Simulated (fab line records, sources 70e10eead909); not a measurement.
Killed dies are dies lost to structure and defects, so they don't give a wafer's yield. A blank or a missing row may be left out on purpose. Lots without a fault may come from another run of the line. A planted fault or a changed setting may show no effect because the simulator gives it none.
fab line records | flow nand_harc | part 1 of 2: steps 1 to 4 of 6
record lots=24 wafers=72 last_day=33
route steps=1302 shown A_STAIRCASE@714
lots that met no fault: from a run of the same line without faults
start_h: hours from the record's first day to the start of the lot's first wafer shown | wait_h: hours since the lot's step before | " the same as in the row above | L1.1+2: a row that stands for several wafers | - no value, or no start given | * or withheld: withheld | < > ~ a bound
route shown NAME@n: a module of which the file shows steps, and the number in the route of the first | usual: mean/standard deviation of fault-free wafers | same: alike in all rows | chamber/n: place in a boat | sites: the reading at each site | _std_site: their standard deviation | _edge_site: outer sites' mean less inner sites' | radius_mm: how far each site lies from the wafer's centre | mask NAME#n: copy n | behind: the tool/chamber that last shaped the wafer | hold: why the lot was held/for how many hours/how that ended | device: the transistor (n, p or np) that didn't switch | end of line: the same wafers' tests at the end of the route | a step without rows: its recipe alone | killed: dies lost to structure and defects at the first sort, not the wafer's yield | map: a wafer's dies, x killed, . not, _ none there
set.NAME: the setting as run; set.NAME@STEP: as run at that earlier step | model.NAME: the simulator's own value behind a step, which no gauge read
steps of the route over a sample of lots; a table a step, a row a wafer
services: from which hour (start_h, from the record's first day; less than 0 if before it) a tool's chamber was out of use, for how many hours, and why
## steps
# step NHARC_A_STAIRCASE_TRIM_200
# recipe time_s=211.2 o2_flow_sccm=500 ar_flow_sccm=0 bias_w=0 chemistry=O2
# usual drypump_motor_current_A=5.7/0.48 oes_product_au=1.000/0.011 rf_vpp_V=58.0/0.93 showerhead_plenum_p_Torr=3.56/0.14 throttle_valve_pct=17.036/0.0088
# columns lot.wafer tool chamber start_h wait_h drypump_motor_current_A oes_product_au rf_hours_counter_h rf_vpp_V showerhead_plenum_p_Torr throttle_valve_pct
L074.4 rie_diel-08 0 - - 5.6 0.999 47 56.9 3.57 17.040
L074.5 " 0 " " 5.6 1.018 - 58.1 3.57 17.025
L074.6 " 1 " " 5.9 1.000 - 57.5 3.50 17.033
L075.1 rie_diel-13 1 - - 5.5 0.999 12 59.6 3.80 17.043
L075.2 " 3 " " 6.6 0.991 12 56.2 3.32 17.030
L075.6 " 0 " " 5.9 0.999 - 58.3 3.42 17.045
L076.2 rie_diel-04 0 - - 6.1 0.986 5 56.5 3.65 17.025
L076.4 " 3 " " 6.4 1.006 1 58.5 3.44 17.031
L076.6 " 0 " " 6.1 0.986 - 57.4 3.65 17.028
L077.1 rie_diel-04 1 - - 4.8 0.985 9 58.0 3.71 17.052
L077.4 " 3 " " 6.4 0.993 2 58.5 3.44 17.036
L077.6 " 0 " " 6.1 0.982 - 58.2 3.65 17.035
L078.4 rie_diel-08 3 - - 5.5 0.995 4 56.5 3.40 17.053
L078.3 " 0 " " 5.6 1.005 4 57.9 3.57 17.023
L078.2 " 1 " " 5.9 0.996 3 57.4 3.49 17.026
L079.2 rie_diel-04 0 - - 6.1 0.993 11 57.4 3.64 17.022
L079.4 " 1 " " 4.8 0.990 10 59.2 3.70 17.043
L079.6 " 0 " " 6.1 1.002 - 60.4 3.64 17.034
L080.2 rie_diel-04 2 - - 6.0 1.007 12 58.4 3.80 17.029
L080.5 " 3 " " 6.4 1.005 - 56.9 3.43 17.039
L080.6 " 0 " " 6.1 0.993 - 59.9 3.64 17.040
L081.1 rie_diel-08 0 - - 5.6 1.012 13 57.7 3.56 17.039
L081.5 " 0 " " 5.5 1.012 - 58.5 3.56 17.035
L081.6 " 1 " " 5.9 0.992 - 57.2 3.49 17.041
L082.4 rie_diel-04 2 - - 6.0 1.009 18 58.0 3.80 17.034
L082.1 " 3 " " 6.4 1.008 15 57.0 3.43 17.035
L082.6 " 2 " " 6.0 1.025 - 59.4 3.80 17.023
L083.3 rie_diel-13 1 - - 5.5 0.999 40 58.5 3.78 17.038
L083.4 " 2 " " 5.9 1.011 37 58.6 3.53 17.049
L083.2 " 3 " " 6.6 0.993 43 58.5 3.31 17.052
L086.1 rie_diel-04 1 - - 4.8 0.990 28 59.0 3.69 17.055
L086.6 " 1 " " 4.8 0.990 - 58.6 3.69 17.035
L086.5 " 2 " " 6.1 1.013 - 58.9 3.79 17.033
L084.1 rie_diel-08 3 - - 5.5 1.001 32 56.9 3.38 17.022
L084.3 " 0 " " 5.5 1.008 27 57.8 3.55 17.038
L084.5 " 1 " " 5.9 1.010 - 58.5 3.48 17.038
L085.2 rie_diel-04 0 - - 6.1 0.979 33 57.2 3.63 17.046
L085.4 " 1 " " 4.8 0.989 29 58.3 3.69 17.024
L085.5 " 0 " " 6.1 0.986 - 57.3 3.63 17.034
L087.3 rie_diel-08 3 - - 5.5 0.998 39 57.3 3.38 17.030
L087.1 " 2 " " 5.4 1.008 29 57.2 3.52 17.042
L087.5 " 0 " " 5.5 0.999 - 58.9 3.55 17.036
L088.2 rie_diel-04 1 - - 4.8 0.990 38 58.0 3.69 17.031
L088.4 " 3 " " 6.4 1.006 35 58.4 3.42 17.033
L088.6 " 0 " " 6.1 0.980 - 57.4 3.63 17.052
L089.3 rie_diel-13 2 - - 5.9 1.016 51 57.1 3.52 17.023
L089.2 " 0 " " 5.9 0.990 54 58.7 3.40 17.031
L089.6 " 2 " " 5.9 1.014 - 58.6 3.52 17.050
L090.4 rie_diel-04 1 - - 4.8 0.993 43 59.4 3.69 17.041
L090.1 " 2 " " 6.0 1.012 39 58.2 3.79 17.057
L090.5 " 1 " " 4.8 0.992 - 57.6 3.69 17.053
L091.3 rie_diel-08 3 - - 5.5 1.001 49 56.0 3.37 17.027
L091.2 " 0 " " 5.6 0.994 43 58.4 3.54 17.044
L091.4 " 2 " " 5.5 1.001 39 57.6 3.51 17.027
L092.4 rie_diel-04 0 - - 6.1 0.979 7 58.5 3.62 17.018
L092.5 " 3 " " 6.4 1.003 - 57.9 3.41 17.026
L092.6 " 0 " " 6.1 0.993 - 58.4 3.62 17.022
L093.2 rie_diel-08 1 - - 5.9 0.978 1 59.4 3.47 17.031
L093.3 " 2 " " 5.4 1.006 1 56.6 3.51 17.033
L093.6 " 0 " " 5.5 1.012 - 56.2 3.54 17.035
L094.4 rie_diel-08 3 - - 5.5 1.022 2 58.1 3.37 17.034
L094.1 " 0 " " 5.5 1.031 2 55.6 3.54 17.041
L094.5 " 3 " " 5.5 1.014 - 57.1 3.37 17.028
L095.4 rie_diel-08 1 - - 5.9 0.985 4 58.5 3.47 17.043
L095.1 " 2 " " 5.4 1.012 4 59.6 3.51 17.023
L095.3 " 3 " " 5.5 1.010 3 57.4 3.37 17.044
L096.1 rie_diel-13 3 - - 6.6 0.989 19 57.6 3.29 17.025
L096.3 " 1 " " 5.5 0.997 18 58.0 3.77 17.030
L096.6 " 3 " " 6.6 0.995 - 58.0 3.29 17.026
L097.4 rie_diel-04 3 - - 6.4 1.003 22 57.1 3.40 17.039
L097.2 " 1 " " 4.8 0.998 17 57.1 3.67 17.035
L097.5 " 3 " " 6.4 0.993 - 57.0 3.40 17.038
# step NHARC_A_STAIRCASE_ETCH_271
# recipe cf4_flow_sccm=100 chf3_flow_sccm=30 ar_flow_sccm=0 rf_w=500 bias_w=200 chemistry=CF4/CHF3
# usual drypump_motor_current_A=5.8/0.41 oes_product_au=0.952/0.024 rf_vpp_V=370.3/2.4 showerhead_plenum_p_Torr=1.56/0.067 throttle_valve_pct=16.802/0.009
# columns lot.wafer tool chamber start_h wait_h drypump_motor_current_A oes_product_au rf_hours_counter_h rf_vpp_V showerhead_plenum_p_Torr throttle_valve_pct
L074.4 rie_diel-08 3 365.00 0.3 5.5 0.936 54 367.9 1.51 16.796
L074.6 " 2 " " 5.4 0.940 - 371.6 1.58 16.786
L074.5 " 3 " " 5.5 0.934 - 368.9 1.52 16.796
L075.2 rie_diel-13 0 391.38 0.1 5.9 0.948 14 368.9 1.52 16.790
L075.1 " 3 " " 6.6 0.978 14 367.4 1.48 16.784
L075.6 " 0 " " 5.9 0.942 - 370.1 1.52 16.781
L076.2 rie_diel-08 3 391.55 0.1 5.5 0.977 2 367.8 1.51 16.793
L076.4 " 0 " " 5.5 0.967 2 372.4 1.59 16.794
L076.6 " 2 " " 5.4 0.989 - 369.6 1.57 16.802
L077.1 rie_diel-13 0 406.44 0.1 5.9 0.909 21 368.7 1.52 16.807
L077.4 " 1 " " 5.5 0.925 21 375.0 1.69 16.808
L077.6 " 2 " " 5.9 0.934 - 369.7 1.58 16.801
L078.4 rie_diel-04 0 408.00 0.1 6.1 0.952 12 371.1 1.63 16.795
L078.2 " 1 " " 4.8 0.958 10 372.1 1.65 16.807
L078.3 " 2 " " 6.0 0.990 9 373.6 1.70 16.803
L079.4 rie_diel-13 1 415.80 0.1 5.5 0.962 24 375.3 1.69 16.788
L079.2 " 2 " " 5.9 0.969 23 372.2 1.58 16.805
L079.6 " 3 " " 6.6 0.961 - 366.6 1.48 16.801
L080.2 rie_diel-04 1 429.74 0.1 4.8 0.949 15 373.8 1.65 16.818
L080.5 " 1 " " 4.8 0.949 - 374.0 1.65 16.797
L080.6 " 2 " " 6.0 0.993 - 375.6 1.70 16.799
L081.1 rie_diel-08 0 446.54 0.1 5.5 0.991 15 370.1 1.59 16.801
L081.6 " 1 " " 5.9 0.973 - 371.1 1.55 16.798
L081.5 " 2 " " 5.4 0.969 - 370.1 1.57 16.805
L082.4 rie_diel-13 3 451.56 0.1 6.6 0.924 35 366.8 1.47 16.799
L082.1 " 0 " " 5.9 0.928 36 369.2 1.52 16.776
L082.6 " 3 " " 6.6 0.920 - 367.8 1.47 16.804
L083.2 rie_diel-08 1 477.42 0.1 5.9 0.930 29 369.7 1.55 16.817
L083.3 " 0 " " 5.5 0.918 27 371.4 1.58 16.796
L083.4 " 3 " " 5.5 0.918 - 370.3 1.51 16.804
L086.1 rie_diel-08 3 483.19 0.1 5.5 0.920 34 368.9 1.51 16.811
L086.6 " 0 " " 5.5 0.931 - 369.6 1.58 16.815
L086.5 " 1 " " 5.9 0.930 - 369.1 1.55 16.824
L084.3 rie_diel-08 3 486.71 0.1 5.5 0.922 36 368.4 1.51 16.808
L084.1 " 0 " " 5.6 0.932 30 371.6 1.58 16.803
L084.5 " 0 " " 5.6 0.928 - 369.8 1.58 16.816
L085.4 rie_diel-13 3 488.67 0.1 6.6 0.952 48 365.9 1.47 16.804
L085.2 " 0 " " 5.9 0.956 47 368.2 1.52 16.798
L085.5 " 1 " " 5.5 0.965 - 373.9 1.69 16.793
L087.1 rie_diel-08 2 511.45 0.1 5.4 0.918 35 369.4 1.57 16.782
L087.3 " 0 " " 5.6 0.933 40 372.0 1.58 16.801
L087.5 " 3 " " 5.5 0.932 - 368.2 1.50 16.793
L088.4 rie_diel-13 1 513.79 0.1 5.5 0.913 51 375.6 1.69 16.808
L088.2 " 2 " " 5.9 0.936 52 370.5 1.57 16.799
L088.6 " 0 " " 5.9 0.913 - 368.4 1.51 16.782
L089.2 rie_diel-04 2 526.30 0.1 6.0 0.993 42 373.6 1.69 16.795
L089.3 " 0 " " 6.1 0.972 51 371.6 1.62 16.798
L089.6 " 2 " " 6.0 0.990 - 374.5 1.69 16.794
L091.3 rie_diel-13 1 533.97 0.1 5.5 0.948 1 375.4 1.69 16.799
L091.4 " 2 " " 5.9 0.992 1 371.1 1.57 16.824
L091.2 " 3 " " 6.6 0.983 2 367.5 1.47 16.798
L090.4 rie_diel-08 1 534.55 0.1 5.9 0.980 46 369.0 1.55 16.809
L090.1 " 3 " " 5.5 0.948 51 369.2 1.50 16.808
L090.5 " 2 " " 5.4 0.959 - 369.8 1.57 16.801
L092.4 rie_diel-13 1 569.35 0.1 5.5 0.968 12 375.3 1.68 16.807
L092.6 " 2 " " 5.9 0.984 - 368.5 1.57 16.814
L092.5 " 3 " " 6.6 0.955 - 367.7 1.46 16.794
L093.3 rie_diel-08 3 571.12 0.1 5.5 0.972 3 367.5 1.50 16.796
L093.2 " 2 " " 5.4 0.985 4 370.9 1.56 16.800
L093.6 " 3 " " 5.5 0.967 - 367.7 1.50 16.808
L094.4 rie_diel-08 0 573.25 0.2 5.5 0.963 5 372.9 1.58 16.792
L094.1 " 2 " " 5.4 0.954 5 370.8 1.56 16.812
L094.5 " 0 " " 5.5 0.971 - 369.3 1.58 16.829
L095.4 rie_diel-13 0 582.04 0.1 5.9 0.959 17 367.9 1.51 16.799
L095.3 " 1 " " 5.5 0.942 19 374.3 1.68 16.811
L095.1 " 2 " " 5.9 0.975 22 371.4 1.57 16.805
L096.3 rie_diel-13 1 589.61 0.2 5.5 0.938 23 373.3 1.68 16.806
L096.1 " 2 " " 5.9 0.965 24 369.6 1.57 16.801
L096.6 " 0 " " 5.9 0.947 - 367.1 1.51 16.803
L097.2 rie_diel-13 3 602.50 0.1 6.5 0.913 27 367.6 1.46 16.804
L097.5 " 1 " " 5.5 0.922 - 373.3 1.68 16.795
L097.4 " 2 " " 5.9 0.938 - 372.5 1.56 16.807
# step NHARC_A_STAIRCASE_ETCH_452
# recipe target_depth_a=300 overetch_a=30 time_s=16.5 ion_energy_ev=100 cf4_flow_sccm=80 o2_flow_sccm=20 ar_flow_sccm=0 rf_w=300 bias_w=100 chemistry=CF4/O2
# usual drypump_motor_current_A=5.8/0.47 oes_product_au=1.001/0.011 rf_vpp_V=197.9/1.3 showerhead_plenum_p_Torr=1.34/0.059 throttle_valve_pct=13.397/0.0082
# columns lot.wafer tool chamber start_h wait_h drypump_motor_current_A oes_product_au rf_hours_counter_h rf_vpp_V showerhead_plenum_p_Torr throttle_valve_pct
L074.4 rie_diel-04 0 - - 6.1 0.996 - 198.7 1.38 13.405
L074.6 " 1 " " 4.8 0.994 - 199.5 1.41 13.407
L074.5 " 0 " " 6.1 1.002 - 197.8 1.38 13.398
L075.1 rie_diel-04 3 - - 6.4 1.016 3 195.7 1.30 13.394
L075.2 " 0 " " 6.1 0.995 9 197.9 1.38 13.403
L075.6 " 2 " " 6.0 1.011 - 199.2 1.44 13.392
L076.2 rie_diel-13 0 - - 5.9 0.994 16 197.1 1.29 13.403
L076.4 " 1 " " 5.5 0.988 17 199.5 1.44 13.401
L076.6 " 3 " " 6.6 0.987 - 196.8 1.25 13.415
L077.4 rie_diel-04 0 - - 6.1 0.991 13 198.7 1.38 13.395
L077.1 " 1 " " 4.8 0.980 12 199.6 1.40 13.394
L077.6 " 3 " " 6.4 1.009 - 196.5 1.30 13.409
L078.4 rie_diel-08 0 - - 5.5 1.002 9 198.8 1.35 13.378
L078.2 " 1 " " 5.9 1.008 8 198.9 1.32 13.404
L078.3 " 3 " " 5.5 0.997 11 197.1 1.28 13.398
L079.4 rie_diel-08 0 - - 5.5 0.997 10 199.3 1.35 13.393
L079.2 " 2 " " 5.4 1.005 12 197.6 1.33 13.401
L079.6 " 3 " " 5.5 0.997 - 196.3 1.28 13.397
L080.2 rie_diel-04 3 - - 6.4 1.004 14 197.2 1.30 13.398
L080.5 " 3 " " 6.4 1.008 - 197.3 1.30 13.391
L080.6 " 0 " " 6.1 0.981 - 198.5 1.38 13.393
L081.1 rie_diel-04 3 - - 6.4 1.004 21 198.0 1.29 13.401
L081.6 " 2 " " 6.0 1.020 - 199.2 1.44 13.405
L081.5 " 3 " " 6.3 1.011 - 196.8 1.29 13.403
L082.1 rie_diel-04 0 - - 6.1 0.989 27 197.4 1.38 13.395
L082.4 " 2 " " 6.0 1.014 22 198.6 1.44 13.401
L082.6 " 0 " " 6.1 0.995 - 198.7 1.38 13.389
L083.4 rie_diel-13 2 - - 5.9 1.017 42 198.3 1.33 13.403
L083.2 " 3 " " 6.5 1.000 48 196.0 1.25 13.398
L083.3 " 0 " " 5.9 1.008 46 194.9 1.28 13.385
L086.1 rie_diel-04 3 - - 6.4 1.001 30 197.3 1.29 13.399
L086.6 " 3 " " 6.4 1.001 - 196.1 1.29 13.388
L086.5 " 0 " " 6.1 0.993 - 197.4 1.38 13.395
L084.3 rie_diel-13 0 - - 5.9 0.994 49 197.6 1.28 13.384
L084.1 " 2 " " 5.9 1.024 44 197.4 1.33 13.398
L084.5 " 1 " " 5.5 0.998 - 199.1 1.43 13.409
L085.4 rie_diel-04 0 - - 6.1 0.976 41 197.7 1.37 13.403
L085.2 " 1 " " 4.8 0.996 37 198.0 1.40 13.388
L085.5 " 0 " " 6.1 0.986 - 199.1 1.37 13.397
L087.3 rie_diel-04 2 - - 6.0 1.017 39 197.8 1.44 13.407
L087.1 " 0 " " 6.1 0.996 49 199.8 1.37 13.387
L087.5 " 2 " " 6.0 1.009 - 200.9 1.44 13.392
L088.4 rie_diel-08 2 - - 5.4 0.998 39 198.2 1.33 13.390
L088.2 " 3 " " 5.5 1.007 49 197.6 1.27 13.398
L088.6 " 0 " " 5.5 1.000 - 198.8 1.34 13.390
L089.3 rie_diel-13 1 - - 5.5 0.996 0 199.1 1.43 13.387
L089.2 " 0 " " 5.9 0.997 1 196.9 1.28 13.393
L089.6 " 1 " " 5.5 0.992 - 200.6 1.43 13.396
L091.3 rie_diel-13 1 - - 5.5 0.991 3 199.2 1.43 13.404
L091.4 " 2 " " 5.9 1.009 5 198.1 1.33 13.406
L091.2 " 3 " " 6.5 0.999 5 195.7 1.24 13.408
L090.4 rie_diel-13 0 - - 5.9 1.004 4 197.3 1.28 13.401
L090.1 " 2 " " 5.9 1.019 5 198.2 1.33 13.392
L090.5 " 0 " " 5.9 0.995 - 194.9 1.28 13.397
L092.4 rie_diel-04 3 - - 6.4 1.007 14 196.8 1.29 13.408
L092.5 " 1 " " 4.8 0.983 - 198.9 1.39 13.400
L092.6 " 2 " " 6.0 1.006 - 199.8 1.43 13.390
L093.2 rie_diel-08 1 - - 5.9 0.985 8 195.8 1.31 13.396
L093.3 " 2 " " 5.4 1.019 7 198.3 1.33 13.396
L093.6 " 0 " " 5.5 1.021 - 197.4 1.34 13.396
L094.1 rie_diel-08 1 - - 5.9 0.996 8 197.5 1.31 13.405
L094.4 " 2 " " 5.4 1.012 8 198.5 1.33 13.390
L094.5 " 1 " " 5.9 0.984 - 196.2 1.31 13.384
L095.4 rie_diel-13 3 - - 6.6 0.995 23 195.2 1.24 13.398
L095.1 " 0 " " 5.9 0.999 21 196.6 1.28 13.394
L095.3 " 2 " " 5.9 1.011 24 198.7 1.33 13.389
L096.1 rie_diel-08 2 - - 5.4 1.014 16 197.6 1.32 13.380
L096.3 " 3 " " 5.5 1.009 15 196.9 1.27 13.404
L096.6 " 1 " " 5.9 0.993 - 197.3 1.31 13.385
L097.2 rie_diel-08 2 - - 5.4 1.014 18 197.3 1.32 13.405
L097.4 " 1 " " 5.9 0.991 - 196.6 1.31 13.368
L097.5 " 2 " " 5.4 1.012 - 198.4 1.32 13.400
# step NHARC_A_STAIRCASE_DEP_417
# recipe target_thk_a=600 step_coverage_pct=20 temp_c=400 target_thk_nm=60 flow_sccm=200 rf_w=450 material=Si3N4
# usual heater_power_w=649/72 showerhead_vpp_V=1336/59
# columns lot.wafer tool chamber start_h wait_h heater_power_w showerhead_vpp_V
L074.6 pecvd-03 0 386.26 - 603 1442
L074.4 " 1 " " 602 1302
L074.5 " 2 " " 703 1356
L075.2 pecvd-02 1 406.59 - 697 1266
L075.1 " 2 " " 667 1329
L075.6 " 1 " " 714 1277
L076.2 pecvd-04 1 409.80 - 575 1393
L076.6 " 0 " " 519 1332
L076.4 " 1 " " 561 1380
L077.1 pecvd-04 2 421.51 - 592 1279
L077.6 " 2 " " 620 1270
L077.4 " 1 " " 596 1397
L078.3 pecvd-03 2 422.90 - 704 1318
L078.2 " 0 " " 533 1438
L078.4 " 1 " " 696 1302
L079.2 pecvd-02 0 431.68 - 801 1261
L079.4 " 0 " " 816 1260
L079.6 " 1 " " 579 1269
L080.2 pecvd-03 0 449.81 - 591 1435
L080.6 " 0 " " 596 1434
L080.5 " 1 " " 642 1297
L081.1 pecvd-03 2 463.22 - 694 1337
L081.5 " 1 " " 729 1295
L081.6 " 0 " " 495 1440
L082.1 pecvd-02 2 467.15 - 746 1325
L082.4 " 0 " " 810 1272
L082.6 " 2 " " 731 1363
L083.3 pecvd-03 0 499.53 - 610 1437
L083.2 " 2 " " 585 1336
L083.4 " 0 " " 585 1444
L086.1 pecvd-03 1 507.09 - 662 1304
L086.5 " 1 " " 678 1305
L086.6 " 2 " " 721 1353
L084.1 pecvd-04 2 507.51 - 673 1239
L084.3 " 0 " " 600 1342
L084.5 " 1 " " 624 1378
L085.2 pecvd-04 0 509.72 - 641 1321
L085.4 " 0 " " 651 1327
L085.5 " 1 " " 631 1398
L087.3 pecvd-03 1 532.15 - 670 1303
L087.1 " 2 " " 683 1326
L087.5 " 1 " " 690 1299
L088.2 pecvd-04 1 534.48 - 626 1394
L088.6 " 2 " " 637 1257
L088.4 " 0 " " 530 1339
L089.2 pecvd-04 0 544.12 - 607 1341
L089.3 " 1 " " 530 1391
L089.6 " 1 " " 531 1381
L091.2 pecvd-02 1 552.39 - 617 1258
L091.3 " 2 " " 664 1366
L091.4 " 1 " " 620 1251
L090.1 pecvd-04 1 552.59 - 637 1401
L090.4 " 1 " " 624 1377
L090.5 " 2 " " 633 1263
L092.6 pecvd-04 0 584.71 - 640 1348
L092.4 " 1 " " 626 1375
L092.5 " 2 " " 719 1271
L093.2 pecvd-04 0 587.63 - 639 1360
L093.3 " 1 " " 678 1390
L093.6 " 0 " " 657 1358
L094.1 pecvd-03 2 589.40 - 618 1352
L094.4 " 1 " " 722 1308
L094.5 " 2 " " 626 1338
L095.3 pecvd-03 2 597.65 - 677 1329
L095.1 " 0 " " 534 1441
L095.4 " 1 " " 675 1294
L096.1 pecvd-03 2 606.84 - 666 1358
L096.3 " 0 " " 559 1453
L096.6 " 1 " " 646 1280
L097.2 pecvd-04 0 622.58 - 638 1335
L097.4 " 2 " " 732 1244
L097.5 " 1 " " 615 1382
